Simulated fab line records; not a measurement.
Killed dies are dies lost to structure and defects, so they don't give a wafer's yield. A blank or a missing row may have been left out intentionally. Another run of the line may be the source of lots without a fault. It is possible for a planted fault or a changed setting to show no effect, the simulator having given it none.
fab line records | flow n5_finfet
[record] lots = 6 wafers = 18 last_day = 17
route steps=1938 shown BEOL_M0_SAQP@693 BEOL_M0_CUTY@701 BEOL_M4@1111 PASSIVATION@1936
lots that met no fault: taken from a fault-free run of the same line
start_h: hours from the record's opening day to when the first of the lot's shown wafers began | wait_h: time in hours since the lot's previous step | " repeats the value in the row above | L1.1+2: a single row standing in for several wafers | - either no value or no given start | * or withheld: withheld | < > ~ a bound
route shown NAME@n: names a module that has steps shown in the file, with the first one's number in the route | usual: mean/standard deviation taken from wafers without a fault | same: alike in all rows | chamber/n: place in a boat | sites: readings site by site | _std_site: their standard deviation | _edge_site: inner sites' mean taken away from outer sites' mean | radius_mm: for every site, how far away it sits from the centre of the wafer | mask NAME#n: copy n | behind: the last tool/chamber to shape the wafer | hold: why the lot went on hold/how many hours it stayed there/how the hold came to an end | device: transistor that didn't switch, given as n, p or np | end of line: the route-end tests of the same wafers | step lacking rows: just its recipe | killed: count of dies lost to structure and defects at first sort (not the wafer's yield) | map: the dies of a wafer, with x for killed, . for not killed, _ for no die there
set.NAME: the setting as run; set.NAME@STEP: as run at that earlier step | model.NAME: the simulator's own value behind a step, which no gauge read
certain route steps with their lots: each step a table, each wafer a row
services: from which hour (start_h, from the record's first day; less than 0 if before it) a tool's chamber was out of use, for how many hours, and why
[[steps]]
[step N5_BEOL_M0_SAQP_ETCH_88]
[recipe] chemistry = N2/H2 target = underlayer target_depth_a = 65 time_s = 5.2 ion_energy_ev = 200 mask_material = CAR-EUV pressure_mtorr = 30 source_w = 840 bias_w = 150 n2_flow_sccm = 200 h2_flow_sccm = 200 ends = cleared
[usual] chamber_pressure_mTorr = 30.00/0.04 drypump_motor_current_A = 5.7/0.44 etch_rf_on_time_s = 5.20/0.11 n2_flow_sccm = 199.9/0.67 oes_product_au = 0.65/0.071 rf_vpp_V = 523.6/2.6 showerhead_plenum_p_Torr = 2.53/0.082 throttle_valve_pct = 17.91/0.28
// columns lot.wafer tool chamber start_h wait_h chamber_pressure_mTorr drypump_motor_current_A etch_rf_on_time_s n2_flow_sccm oes_product_au rf_hours_counter_h rf_vpp_V showerhead_plenum_p_Torr throttle_valve_pct
L305.2 rie_diel-01 1 144.66 0.0 30.05 6.0 5.11 199.7 0.78 22 524.9 2.58 17.39
L305.4 " 3 " " 29.95 5.8 5.37 198.8 0.62 - 522.3 2.44 17.81
L305.5 " 0 " " 29.98 5.3 5.34 199.6 0.59 - 525.0 2.60 18.19
L308.1 rie_diel-04 2 155.19 0.0 30.05 5.7 5.33 200.4 0.62 173 524.4 2.64 17.54
L308.3 " 3 " " 30.00 5.9 5.15 200.1 0.61 209 522.2 2.51 18.22
L308.4 " 2 " " 30.00 5.8 5.33 201.2 0.61 - 526.2 2.64 17.50
L311.1 rie_diel-03 0 174.31 0.0 30.03 5.7 5.34 198.8 0.61 147 527.7 2.67 18.17
L311.2 " 3 " " 29.99 5.2 5.20 199.8 0.64 176 526.5 2.63 17.89
L311.5 " 1 " " 29.97 5.7 5.29 199.7 0.64 - 522.4 2.52 17.99
L318.3 rie_diel-04 3 218.89 0.0 30.08 5.9 5.16 199.9 0.60 230 523.8 2.51 18.24
L318.4 " 0 " " 29.99 4.7 5.20 199.4 0.58 214 518.6 2.42 18.21
L318.5 " 3 " " 30.03 6.0 5.18 200.5 0.60 - 521.3 2.50 18.25
L323.1 rie_diel-01 1 243.99 0.0 30.02 6.0 5.10 201.6 0.74 50 524.4 2.57 17.43
L323.3 " 2 " " 30.04 6.3 5.32 200.5 0.61 186 522.2 2.53 18.09
L323.6 " 1 " " 30.08 6.0 5.06 199.5 0.74 - 523.3 2.57 17.44
L324.2 rie_diel-03 2 247.69 0.0 29.94 5.5 5.23 198.6 0.61 190 519.7 2.42 18.17
L324.4 " 3 " " 29.93 5.3 5.18 199.7 0.62 202 524.8 2.62 17.90
L324.6 " 1 " " 29.98 5.8 5.23 198.8 0.63 - 521.8 2.51 18.01
[step N5_BEOL_M0_SAQP_ETCH_73]
[recipe] chemistry = CF4 target = SiARC target_depth_a = 195 mask_material = CAR-EUV time_s = 32.5 ion_energy_ev = 80 pressure_mtorr = 40 source_w = 545 bias_w = 36 Ar_flow_sccm = 100 cf4_flow_sccm = 100 ends = cleared
[step N5_BEOL_M0_SAQP_CUT_ETCH_46]
[recipe] chemistry = N2/H2 target = SOC target_depth_a = 1350 overetch_a = 270 temp_c = 40 time_s = 202.5 ion_energy_ev = 200 mask_material = SiARC pressure_mtorr = 30 source_w = 840 bias_w = 150 n2_flow_sccm = 200 h2_flow_sccm = 200
[usual] chamber_pressure_mTorr = 30.002/0.029 drypump_motor_current_A = 5.6/0.44 n2_flow_sccm = 199.9/0.67 rf_vpp_V = 523.7/2.5 showerhead_plenum_p_Torr = 2.53/0.082 throttle_valve_pct = 17.87/0.28
// columns lot.wafer tool chamber start_h wait_h chamber_pressure_mTorr drypump_motor_current_A n2_flow_sccm rf_hours_counter_h rf_vpp_V showerhead_plenum_p_Torr throttle_valve_pct
L305.2 rie_diel-01 1 144.71 0.0 30.026 6.0 199.5 22 526.5 2.58 17.34
L305.4 " 3 " " 30.046 5.9 200.1 - 519.9 2.44 17.78
L305.5 " 0 " " 30.036 5.3 201.3 - 526.3 2.60 18.14
L308.1 rie_diel-04 2 155.24 0.0 30.029 5.8 200.9 173 526.6 2.64 17.48
L308.3 " 3 " " 30.007 5.9 200.2 209 523.6 2.51 18.19
L308.4 " 2 " " 30.008 5.7 200.0 - 526.6 2.64 17.48
L311.1 rie_diel-03 0 174.36 0.0 30.031 5.6 199.1 147 526.8 2.67 18.13
L311.2 " 3 " " 30.003 5.2 198.9 176 524.8 2.63 17.84
L311.5 " 1 " " 29.977 5.7 200.0 - 523.4 2.52 17.95
L318.3 rie_diel-04 3 218.94 0.0 30.041 5.9 199.7 230 523.2 2.50 18.20
L318.4 " 0 " " 30.011 4.7 200.6 214 520.6 2.41 18.18
L318.5 " 3 " " 30.026 5.9 200.6 - 522.9 2.51 18.20
L323.1 rie_diel-01 1 244.04 0.0 30.021 6.0 200.5 50 523.7 2.57 17.40
L323.3 " 2 " " 30.030 6.3 200.0 186 522.8 2.53 18.03
L323.6 " 1 " " 30.036 6.0 199.9 - 525.8 2.57 17.40
L324.2 rie_diel-03 2 247.74 0.0 29.965 5.5 199.9 190 520.4 2.42 18.13
L324.4 " 3 " " 29.987 5.3 199.4 202 527.0 2.62 17.87
L324.6 " 1 " " 29.983 5.8 199.4 - 522.9 2.51 18.00
[step N5_BEOL_M0_SAQP_STRIP_74]
[recipe] chemistry = N2/H2 temp_c = 40 n2_flow_sccm = 200 h2_flow_sccm = 200 rf_frequency_hz = 6e+07
[step N5_BEOL_M0_SAQP_STRIP_89]
[recipe] chemistry = N2/H2 temp_c = 40 n2_flow_sccm = 200 h2_flow_sccm = 200 rf_frequency_hz = 6e+07
[step N5_BEOL_M0_SAQP_ALD_48]
[recipe] material = SiO2 target_thk_a = 200 temp_c = 100 ald_precursor_family = BDEAS ald_co_reactant = O2-plasma pulse_time_s = 1 co_reactant_pulse_time_s = 1 purge_time_s = 2 co_reactant_purge_time_s = 2 ald_cycles = 139 pressure_torr = 2
[usual] heater_power_w = 75/7.2 precursor_pulse_height_rel = 0.998/0.021
[same] pulse_time_s = 1
// columns lot.wafer tool chamber start_h wait_h heater_power_w precursor_pulse_height_rel
L305.2 ald_sin-01 0 144.97 0.1 74 1.012
L305.4 " 2 " " 73 0.975
L305.5 " 0 " " 72 0.994
L308.1 ald_sin-01 1 155.44 0.0 73 0.986
L308.3 " 0 " " 72 1.016
L308.4 " 2 " " 72 0.971
L311.1 ald_sin-04 2 174.59 0.1 93 1.014
L311.2 " 3 " " 73 0.982
L311.5 " 0 " " 73 0.990
L318.3 ald_sin-01 2 219.17 0.1 71 1.033
L318.4 " 3 " " 79 1.020
L318.5 " 2 " " 73 0.975
L323.1 ald_sin-03 0 244.33 0.1 78 1.014
L323.3 " 2 " " 65 1.046
L323.6 " 0 " " 79 0.990
L324.2 ald_sin-04 3 247.94 0.0 70 1.005
L324.4 " 0 " " 74 0.967
L324.6 " 2 " " 95 1.000
[step N5_BEOL_M0_SAQP_ETCH_49]
[recipe] chemistry = CF4/O2 target_depth_a = 370 target = SiO2 pressure_mtorr = 40 source_w = 535 bias_w = 49 Ar_flow_sccm = 100 cf4_flow_sccm = 100 O2_flow_sccm = 10 ion_energy_ev = 100
[usual] chamber_pressure_mTorr = 40.00/0.037 drypump_motor_current_A = 5.6/0.42 oes_product_au = 0.75/0.081 rf_vpp_V = 240/3.8 showerhead_plenum_p_Torr = 2.21/0.066 throttle_valve_pct = 15.94/0.26
// columns lot.wafer tool chamber start_h wait_h chamber_pressure_mTorr drypump_motor_current_A oes_product_au rf_hours_counter_h rf_vpp_V showerhead_plenum_p_Torr throttle_valve_pct
L305.2 rie_diel-04 1 145.49 0.3 40.03 6.0 0.68 253 244 2.19 16.15
L305.4 " 2 " " 40.00 5.7 0.74 - 239 2.28 15.52
L305.5 " 0 " " 40.00 4.7 0.70 - 242 2.10 15.94
L308.1 rie_diel-01 1 156.05 0.4 40.03 6.0 0.89 26 244 2.25 15.45
L308.3 " 3 " " 39.94 5.8 0.74 169 239 2.12 15.85
L308.4 " 2 " " 39.99 6.2 0.74 156 234 2.20 15.94
L311.1 rie_diel-04 3 175.12 0.3 39.96 5.9 0.70 216 243 2.19 16.37
L311.2 " 0 " " 39.99 4.7 0.69 200 242 2.10 15.97
L311.5 " 2 " " 40.02 5.7 0.73 - 241 2.27 15.55
L318.3 rie_diel-01 1 219.70 0.3 40.03 6.0 0.87 41 243 2.24 15.50
L318.4 " 3 " " 39.92 5.8 0.71 191 240 2.11 15.90
L318.5 " 0 " " 39.98 5.3 0.96 - 234 2.25 15.81
L323.1 rie_diel-04 3 244.91 0.3 39.95 5.9 0.68 239 243 2.18 16.39
L323.3 " 0 " " 40.01 4.7 0.67 222 241 2.09 16.03
L323.6 " 2 " " 39.96 5.8 0.72 - 239 2.26 15.60
L324.2 rie_diel-03 1 248.47 0.3 40.08 5.8 0.73 203 242 2.20 16.06
L324.4 " 3 " " 40.00 5.2 0.73 202 240 2.28 16.16
L324.6 " 0 " " 40.01 5.7 0.72 - 242 2.28 16.13
[step N5_BEOL_M0_SAQP_STRIP_75]
[recipe] chemistry = CF4 resist = SiARC power_w = 300 bias_power_w = 75 pressure_mtorr = 50 cf4_flow_sccm = 150 rf_frequency_hz = 6e+07
[usual] chamber_pressure_mTorr = 50.00/0.047 drypump_motor_current_A = 5.6/0.42 oes_product_au = 0.175/0.018 rf_vpp_V = 271.1/1.4 showerhead_plenum_p_Torr = 1.79/0.055 throttle_valve_pct = 13.68/0.26
// columns lot.wafer tool chamber start_h wait_h chamber_pressure_mTorr drypump_motor_current_A oes_product_au rf_hours_counter_h rf_vpp_V showerhead_plenum_p_Torr throttle_valve_pct
L305.2 rie_diel-04 1 145.59 0.1 49.93 6.1 0.163 253 270.9 1.78 13.89
L305.4 " 2 " " 50.02 5.7 0.173 - 271.5 1.85 13.31
L305.5 " 0 " " 50.01 4.7 0.160 - 268.5 1.70 13.66
L308.1 rie_diel-01 1 156.15 0.1 50.03 6.0 0.211 26 271.3 1.83 13.18
L308.3 " 3 " " 49.92 5.8 0.167 169 269.8 1.73 13.61
L308.4 " 2 " " 50.01 6.3 0.170 156 271.5 1.79 13.69
L311.1 rie_diel-04 3 175.22 0.1 50.01 5.9 0.162 216 270.4 1.79 14.12
L311.2 " 0 " " 50.02 4.7 0.161 200 269.2 1.69 13.70
L311.5 " 2 " " 49.98 5.7 0.165 - 273.7 1.84 13.32
L318.3 rie_diel-01 1 219.80 0.1 50.04 6.0 0.186 41 272.5 1.82 13.19
L318.4 " 3 " " 49.96 5.8 0.167 191 269.7 1.72 13.67
L318.5 " 0 " " 50.01 5.2 0.223 - 271.7 1.84 13.56
L323.1 rie_diel-04 3 245.01 0.1 50.06 5.9 0.158 239 272.2 1.78 14.16
L323.3 " 0 " " 49.94 4.7 0.159 223 268.8 1.69 13.75
L323.6 " 2 " " 49.95 5.7 0.163 - 273.4 1.84 13.38
L324.2 rie_diel-03 1 248.57 0.1 49.99 5.8 0.167 203 270.6 1.78 13.79
L324.4 " 3 " " 50.01 5.2 0.168 202 273.1 1.85 13.90
L324.6 " 0 " " 50.03 5.6 0.159 - 273.1 1.85 13.86
[step N5_BEOL_M0_CUTY_COAT_50]
[recipe] resist = SiARC temp_c = 220 time_s = 60 spin_rpm = 1500 resist_thk_nm = 15
[step N5_BEOL_M0_CUTY_COAT_51]
[recipe] resist = CAR-ArF-block spin_rpm = 1500 resist_thk_nm = 150
[step N5_BEOL_M0_CUTY_EBR_52]
[recipe] solvent = PGMEA ebr_width_mm = 1.5
[step N5_BEOL_M0_CUTY_SOFTBAKE_53]
[recipe] temp_c = 110 time_s = 60 resist = CAR-ArF-block
[step N5_BEOL_M0_CUTY_EXPOSE_54]
[recipe] mask_id = M0_ABLK na = 1.35 source_shape = conventional sigma_outer = 0.8 polarization = unpolarized dose_mj = 36
[same] na = 1.35 sigma_outer = 0.8
// columns lot.wafer tool chamber start_h wait_h mask model.BEOL_M0_CUTY.overlay_x_nm
L305.2+4+5 arfi_scanner-01 0 145.74 - M0_ABLK#0 0.2
L308.1+3+4 arfi_scanner-01 0 156.42 - M0_ABLK#0 0.4
L311.1+2+5 arfi_scanner-03 0 175.49 - M0_ABLK#0 -0.2
L318.3+4+5 arfi_scanner-01 0 219.96 - M0_ABLK#0 18.4
L323.1+3+6 arfi_scanner-01 0 245.27 - M0_ABLK#0 17.8
L324.2+4+6 arfi_scanner-02 0 248.84 - M0_ABLK#0 -0.4
[step N5_BEOL_M0_CUTY_PEB_55]
[recipe] peb_temp_c = 110 peb_time_s = 60 resist = CAR-ArF-block
[step N5_BEOL_M0_CUTY_DEVELOP_56]
[recipe] develop_time_s = 30 developer = TMAH resist = CAR-ArF-block rinse_liquid = diw dry = air_spin dev_temp_c = 23
[step N5_BEOL_M0_CUTY_CD_MEAS_57]
[recipe] target_cd_nm = 200 landing_energy_ev = 500 detector = se_inlens polarity = line
[usual] cd_nm = 200.0/0.98
// columns lot.wafer tool chamber start_h wait_h cd_nm
L305.2 cd_sem-03 0 145.86 - 201.2
L305.4 " 0 " " 200.7
L305.5 " 0 " " 200.8
L308.1 cd_sem-01 0 156.54 - 200.4
L308.3 " 0 " " 200.5
L308.4 " 0 " " 199.7
L311.1 cd_sem-01 0 175.61 - 200.5
L311.2 " 0 " " 200.0
L311.5 " 0 " " 200.8
L318.3 cd_sem-02 0 220.08 - 201.3
L318.4 " 0 " " 200.3
L318.5 " 0 " " 202.1
L323.1 cd_sem-03 0 245.40 - 201.8
L323.3 " 0 " " 201.4
L323.6 " 0 " " 201.1
L324.2 cd_sem-01 0 248.96 - 199.7
L324.4 " 0 " " 199.0
L324.6 " 0 " " 198.9
[step N5_BEOL_M0_CUTY_OVL_MEAS_58]
[recipe] points_per_wafer = 44
[usual] M0_ABLK_OVL = -0.1/0.76
// columns lot.wafer tool chamber start_h wait_h M0_ABLK_OVL[nm]
L305.2 overlay-01 0 145.89 0.0 -0.7
L305.4 " 0 " " -0.5
L305.5 " 0 " " 0.3
L308.1 overlay-01 0 156.58 0.0 0.9
L308.3 " 0 " " 1.0
L308.4 " 0 " " -0.7
L311.1 overlay-01 0 175.64 0.0 0.2
L311.2 " 0 " " -1.5
L311.5 " 0 " " 0.5
L318.3 overlay-01 0 220.10 0.0 18.2
L318.4 " 0 " " 16.9
L318.5 " 0 " " 18.9
L323.1 overlay-02 0 245.43 0.0 18.6
L323.3 " 0 " " 17.9
L323.6 " 0 " " 18.1
L324.2 overlay-01 0 248.99 0.0 -0.7
L324.4 " 0 " " -0.6
L324.6 " 0 " " -1.1
[step N5_BEOL_M0_CUTY_INSPECT_59]
[recipe] mode = adi inspect_instrument = macro
[usual] raw_defect_count = 2.0/1.4
// columns lot.wafer tool chamber start_h wait_h raw_defect_count
L305.2 defect_inspect-01 - 145.92 0.0 2
L305.4 " - " " 1
L305.5 " - " " 0
L308.1 defect_inspect-02 - 156.60 0.0 1
L308.3 " - " " 4
L308.4 " - " " 4
L311.1 defect_inspect-02 - 175.67 0.0 1
L311.2 " - " " 1
L311.5 " - " " 5
L318.3 defect_inspect-01 - 220.13 0.0 2
L318.4 " - " " 3
L318.5 " - " " 0
L323.1 defect_inspect-02 - 245.45 0.0 1
L323.3 " - " " 2
L323.6 " - " " 3
L324.2 defect_inspect-01 - 249.01 0.0 2
L324.4 " - " " 3
L324.6 " - " " 3
[step N5_BEOL_M4_RC_MEAS_101]
[usual] DIBL_N = 35.9/1.6 DIBL_P = 35.6/2.1 IOFF_N = 0.149/0.029 IOFF_P = 0.20/0.033 ION_N = 671/11 ION_P = 460/7.3 SS_N = 71.4/0.62 SS_P = 73.2/0.65 VT_N = 251/3.1 VT_P = -251/3.4
// columns lot.wafer tool chamber start_h wait_h DIBL_N[mV/V] DIBL_P[mV/V] IOFF_N[nA/um] IOFF_P[nA/um] ION_N[uA/um] ION_P[uA/um] SS_N[mV/dec] SS_P[mV/dec] VT_N[mV] VT_P[mV]
L305.2 prober-02 0 193.12 0.2 36.4 37.4 0.163 0.22 670 460 71.7 73.4 249 -250
L305.4 " 0 " " 34.3 35.2 0.145 0.20 671 462 70.9 73.4 251 -251
L305.5 " 0 " " 33.6 33.6 0.123 0.17 662 452 72.0 72.4 256 -255
L308.1 prober-02 0 205.27 0.0 36.8 36.5 0.165 0.25 679 473 71.7 73.8 249 -248
L308.3 " 0 " " 36.9 36.4 0.173 0.25 684 476 70.7 73.4 248 -247
L308.4 " 0 " " 37.4 37.0 0.172 0.26 681 474 71.9 74.2 249 -247
L311.1 prober-01 0 230.41 0.0 38.3 38.9 0.210 0.23 695 468 71.7 74.2 244 -247
L311.2 " 0 " " 37.5 38.4 0.208 0.23 694 471 72.0 73.6 244 -248
L311.5 " 0 " " 39.1 40.7 0.229 0.26 685 470 72.0 74.2 247 -248
L318.3 prober-02 0 274.11 0.3 33.3 32.8 0.103 0.15 652 448 71.6 72.5 260 -253
L318.4 " 0 " " 35.9 34.9 0.128 0.17 664 455 71.9 73.5 255 -254
L318.5 " 0 " " 37.8 37.3 0.164 0.21 671 470 72.6 73.6 250 -253
L323.1 prober-02 0 300.46 0.0 39.6 38.6 0.223 0.27 694 476 72.4 74.5 242 -244
L323.3 " 0 " " 37.8 37.6 0.195 0.25 690 467 71.7 73.5 247 -248
L323.6 " 0 " " 37.5 37.1 0.180 0.24 675 464 71.8 73.3 246 -247
L324.2 prober-02 0 303.91 0.2 39.4 39.3 0.237 0.26 691 466 73.0 74.6 247 -247
L324.4 " 0 " " 33.0 32.5 0.124 0.16 677 458 70.6 72.5 251 -251
L324.6 " 0 " " 36.5 35.8 0.169 0.20 688 464 71.6 73.4 249 -251
[step N5_PASSIVATION_PROBE_49]
[usual] defect_limited_yield = 90.9/1.5 killed_at_M0_to_M3 = 36/9.9 killed_at_M4_up = 13/4.5 killed_at_contacts = 13/6.4 killed_at_front_end = 42/12 killed_at_other = 3.4/3 killed_dies = 107/18 killed_open = 69/13 killed_short = 35/8.2 sort_bin_5_function = 5.3/1.1 sort_bin_6_memory = 3.4/0.69 sort_n_pass = 1073/18 sort_yield_pct = 90.9/1.5
[same] gross_dies = 1180 killed_at_back_side = 0 sort_bin_4_leakage[%] = 0 sort_bin_8_speed[%] = 0
// columns lot.wafer tool chamber start_h wait_h defect_limited_yield[%] killed_at_M0_to_M3 killed_at_M4_up killed_at_contacts killed_at_front_end killed_at_other killed_dies killed_open killed_short sort_bin_5_function[%] sort_bin_6_memory[%] sort_n_pass sort_yield_pct[%]
L305.2 prober-02 - 294.84 0.1 94.1 23 12 7 23 5 70 47 22 4.0 1.8 1110 94.1
L305.4 prober-02 - 294.94 0.2 93.6 34 6 5 26 4 75 47 28 3.2 2.8 1105 93.6
L305.5 prober-02 - 294.99 0.2 92.5 34 9 7 36 3 89 60 29 3.8 3.4 1091 92.5
L308.1 prober-02 - 307.98 0.0 91.4 33 11 12 43 2 101 69 27 5.4 2.5 1079 91.4
L308.3 prober-02 - 308.08 0.1 89.1 50 14 14 51 0 129 86 41 7.1 3.4 1051 89.1
L308.4 prober-02 - 308.13 0.2 88.3 26 17 20 74 1 138 94 40 7.5 3.9 1042 88.3
L318.3 prober-01 - 382.25 0.1 91.0 27 12 15 47 5 106 67 36 5.7 2.9 1074 91.0
L324.2 prober-02 - 407.28 0.1 91.1 32 20 27 25 1 105 76 27 4.7 3.7 1075 91.1
L324.4 prober-02 - 407.38 0.2 91.4 26 17 21 33 5 102 78 21 5.4 2.8 1078 91.4
L324.6 prober-02 - 407.48 0.3 91.5 26 9 25 39 1 100 70 28 4.7 3.5 1080 91.5
// killed by level:class
L305.2 BEOL_M3:geometric_particle:open=9 FIN_SAQP:geometric_particle:open=6 BEOL_M2:geometric_particle:open=6 MOL_CONTACT_COAG:geometric_particle:open=5 BEOL_M4:geometric_particle:open=5 BEOL_M0_SAQP:geometric_particle:open=4 FIN_SAQP:geometric_particle:short=3 BEOL_M0_SAQP:geometric_particle:short=3
L305.4 BEOL_M0_SAQP:geometric_particle:short=15 BEOL_M0_SAQP:geometric_particle:open=12 DUMMY_GATE:geometric_particle:open=5 MOL_CONTACT_COAG:geometric_particle:open=5 STI_FIN_REVEAL:geometric_particle:open=4 BEOL_M3:geometric_particle:open=4 FIN_SAQP:geometric_particle:short=3 FIN_SAQP:geometric_particle:open=3
L305.5 DUMMY_GATE:geometric_particle:open=8 BEOL_M2:geometric_particle:open=8 BEOL_M0_SAQP:geometric_particle:short=7 STI_FIN_REVEAL:geometric_particle:open=6 MOL_CONTACT_COAG:geometric_particle:open=6 BEOL_M3:geometric_particle:open=6 FIN_SAQP:geometric_particle:open=5 BEOL_M0_SAQP:geometric_particle:open=5
L308.1 FIN_SAQP:geometric_particle:open=10 BEOL_M0_SAQP:geometric_particle:open=10 STI_FIN_REVEAL:geometric_particle:open=9 DUMMY_GATE:geometric_particle:open=7 MOL_CONTACT_COAG:geometric_particle:open=7 BEOL_M0_SAQP:geometric_particle:short=7 BEOL_M1:geometric_particle:open=7 FIN_SAQP:geometric_particle:short=6
L308.3 FIN_SAQP:geometric_particle:open=13 STI_FIN_REVEAL:geometric_particle:open=13 BEOL_M0_SAQP:geometric_particle:short=13 MOL_CONTACT_COAG:geometric_particle:open=12 FIN_SAQP:geometric_particle:short=8 BEOL_M0_SAQP:geometric_particle:open=8 BEOL_M2:geometric_particle:open=8 DUMMY_GATE:geometric_particle:open=7
L308.4 FIN_SAQP:geometric_particle:open=18 MOL_CONTACT_COAG:geometric_particle:open=15 FIN_SAQP:geometric_particle:short=13 STI_FIN_REVEAL:geometric_particle:open=12 DUMMY_GATE:geometric_particle:open=11 BEOL_M2:geometric_particle:open=9 BEOL_M4:geometric_particle:open=6 MOL_CONTACT_COAG:geometric_particle:short=4
L318.3 MOL_CONTACT_COAG:geometric_particle:open=13 FIN_SAQP:geometric_particle:short=9 FIN_SAQP:geometric_particle:open=9 DUMMY_GATE:geometric_particle:open=8 BEOL_M3:geometric_particle:open=8 BEOL_M1:geometric_particle:open=7 STARTING-WAFER:geometric_particle:short=5 BEOL_M0_SAQP:geometric_particle:open=5
L324.2 MOL_CONTACT_COAG:geometric_particle:open=21 BEOL_M1:geometric_particle:open=11 BEOL_M0:geometric_particle:open=8 BEOL_M4:geometric_particle:open=6 BEOL_M5:geometric_particle:open=6 FIN_SAQP:geometric_particle:short=5 MOL_CONTACT_COAG:geometric_particle:short=5 BEOL_M3:geometric_particle:open=5
L324.4 MOL_CONTACT_COAG:geometric_particle:open=18 STI_FIN_REVEAL:geometric_particle:open=12 BEOL_M0_SAQP:geometric_particle:open=10 BEOL_M1:geometric_particle:open=7 BEOL_M5:geometric_particle:open=6 FIN_SAQP:geometric_particle:short=5 BEOL_M2:geometric_particle:open=5 FIN_SAQP:geometric_particle:open=4
L324.6 MOL_CONTACT_COAG:geometric_particle:open=22 STI_FIN_REVEAL:geometric_particle:open=15 BEOL_M2:geometric_particle:open=10 BEOL_M0_SAQP:geometric_particle:short=5 STI_FIN_REVEAL:geometric_particle:short=4 DUMMY_GATE:geometric_particle:open=4 GATE_CUT:geometric_particle:short=4 MOL_CONTACT_COAG:geometric_particle:short=3
[[services]]
// columns tool chamber start_h hours kind
rie_diel-04 3 126.58 27.6 repair
rie_diel-01 - 126.93 0.3 repair
ald_sin-01 - 134.08 0.8 pm
rie_diel-04 - 138.91 0.5 repair
arfi_scanner-02 - 148.55 1.3 pm
arfi_scanner-01 - 152.81 1.9 repair
arfi_scanner-02 - 153.50 0.8 pm
rie_diel-04 1 154.34 - clean
rie_diel-04 1 154.34 - consumable_replace:focus_ring
rie_diel-04 1 154.34 25.1 scheduled_down
rie_diel-04 1 154.34 25.1 vent_cycle
arfi_scanner-01 - 165.20 1.3 pm
arfi_scanner-01 - 171.05 0.8 repair
arfi_scanner-02 - 184.47 0.4 repair
arfi_scanner-02 - 192.86 3.9 pm
rie_diel-01 1 203.57 15.6 repair
arfi_scanner-02 - 213.93 1.0 pm
arfi_scanner-01 - 221.91 1.5 pm
arfi_scanner-03 - 228.56 0.8 pm
ald_sin-01 3 232.49 1.4 repair
arfi_scanner-03 - 240.58 1.3 pm
rie_diel-04 0 241.77 2.9 repair
rie_diel-03 3 243.02 4.6 repair
arfi_scanner-02 - 244.73 0.8 repair
[[key]]
[first_sign] step = N5_BEOL_M0_CUTY_OVL_MEAS_58 reading = M0_ABLK_OVL direction = up sigmas = 24 usual = -0.1 struck = 18.1
effect none on later readings
[model_effect] step = N5_BEOL_M0_CUTY_EXPOSE_54 value = BEOL_M0_CUTY.overlay_x_nm without = 0.5 struck = 18.1
met_at N5_BEOL_M0_CUTY_EXPOSE_54
struck_wafers L318.3,L318.4,L318.5,L323.1,L323.3,L323.6
onset_between 156.42 219.96
[fault] kind = scanner_matching_overlay tool = arfi_scanner-01 chamber = - onset_h = 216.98 steps = N5_BEOL_M0_CUTY_EXPOSE_54 offset = 17.637
